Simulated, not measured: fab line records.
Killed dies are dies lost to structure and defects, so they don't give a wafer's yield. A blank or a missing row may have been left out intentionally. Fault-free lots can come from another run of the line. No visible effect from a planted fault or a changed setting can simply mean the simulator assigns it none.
One fault through the eyes of 3 desks / flow n5_finfet / only its own numbers are on each desk; what lay behind them is given at the end

== THE DEFECT DESK ==
For each lot, the counts of the inspections along the route, averaged over the sampled wafers that have a number. Any lot whose mean is over 4 standard deviations away from the usual mean is out of limits and marked OUT; that distance is given in the brackets.
Columns: A = raw_defect_count at N5_BEOL_M10_INSPECT_30, usual 433
lot=L532; first seen here=day 10 13:16; A=855
lot=L533; first seen here=day 11 01:22; A=465
lot=L543; first seen here=day 14 02:35; A=351
lot=L549; first seen here=day 14 10:27; A=420
lot=L550; first seen here=day 15 14:26; A=412
Result from this desk: across the 5 lots, nothing is out of limits.

== METROLOGY DESK ==
Lot by lot, what the gauges showed, no matter which tool ran the lot: averages of those sampled wafers that carry a number. Any lot whose mean is over 4 standard deviations away from the usual mean is out of limits and marked OUT; that distance is given in the brackets.
Columns: A = cd_nm at N5_BEOL_M10_CD_MEAS_28, usual 69.9 nm; B = V9_OVL at N5_BEOL_M10_OVL_MEAS_29, usual -0.5 nm
lot=L532; first seen here=day 10 13:13; A=71.2; B=0.1
lot=L533; first seen here=day 11 01:19; A=69.7; B=-1.1
lot=L543; first seen here=day 14 02:32; A=68.8; B=0.0
lot=L549; first seen here=day 14 10:24; A=70.1; B=0.6
lot=L550; first seen here=day 15 14:23; A=70.2; B=-0.3
Result from this desk: across the 5 lots, nothing is out of limits.

== THE TOOL OWNER'S DESK: rie_diel-03 ==
The tool's own readings at N5_BEOL_M10_TRENCH_ETCH_37 (etches SiCOH lowk in C4F6/O2, target depth 148.83 nm, time 48 s): means of the sampled wafers that have a number, for each lot that ran on this tool. Any lot whose mean is over 4 standard deviations away from the usual mean is out of limits and marked OUT; that distance is given in the brackets. Of its 8 readings 7 are shown: the one that was out of limits first, and those that lie furthest out on some lot.
Columns: A = bias_w at N5_BEOL_M10_TRENCH_ETCH_37, usual 185.0 W; B = drypump_motor_current_A at N5_BEOL_M10_TRENCH_ETCH_37, usual 5.6 A; C = oes_product_au at N5_BEOL_M10_TRENCH_ETCH_37, usual 0.81 a.u.; D = rf_fwd_power_W at N5_BEOL_M10_TRENCH_ETCH_37, usual 341.1 W; E = rf_vpp_V at N5_BEOL_M10_TRENCH_ETCH_37, usual 665 V; F = showerhead_plenum_p_Torr at N5_BEOL_M10_TRENCH_ETCH_37, usual 2.83 Torr; G = throttle_valve_pct at N5_BEOL_M10_TRENCH_ETCH_37, usual 20.97 %
lot=L532; first seen here=day 10 13:49; A=185.1; B=5.9; C=0.87; D=340.7; E=671; F=2.86; G=20.90
lot=L543; first seen here=day 14 02:56; A=179.6 (-9.5) OUT; B=5.8; C=0.86; D=341.3; E=656; F=2.83; G=20.81
Finding of this desk: L543 out of limits; the first was L543 at day 14 02:56, on bias_w at N5_BEOL_M10_TRENCH_ETCH_37. L532 stayed within limits.

== TAKEN TOGETHER ==
On L543, at day 14 02:56, an alarm was possible from the tool owner's desk.
Nothing out of limits was seen by the defect desk.
From the metrology desk's view, nothing was out of limits.
The defect desk has L543 on record, within its limits.
The metrology desk has L543 on record, within its limits.
Of the lots named, all ran N5_BEOL_M10_TRENCH_ETCH_37 on rie_diel-03.

== WHAT THE SIMULATOR PUT IN ==
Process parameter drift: rie_diel-03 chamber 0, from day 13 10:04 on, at N5_BEOL_M10_TRENCH_ETCH_37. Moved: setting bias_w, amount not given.
Struck lots among those shown: L543.
Delay in hours, fault start to first out-of-limits reading, by desk: the tool owner's desk at 17.
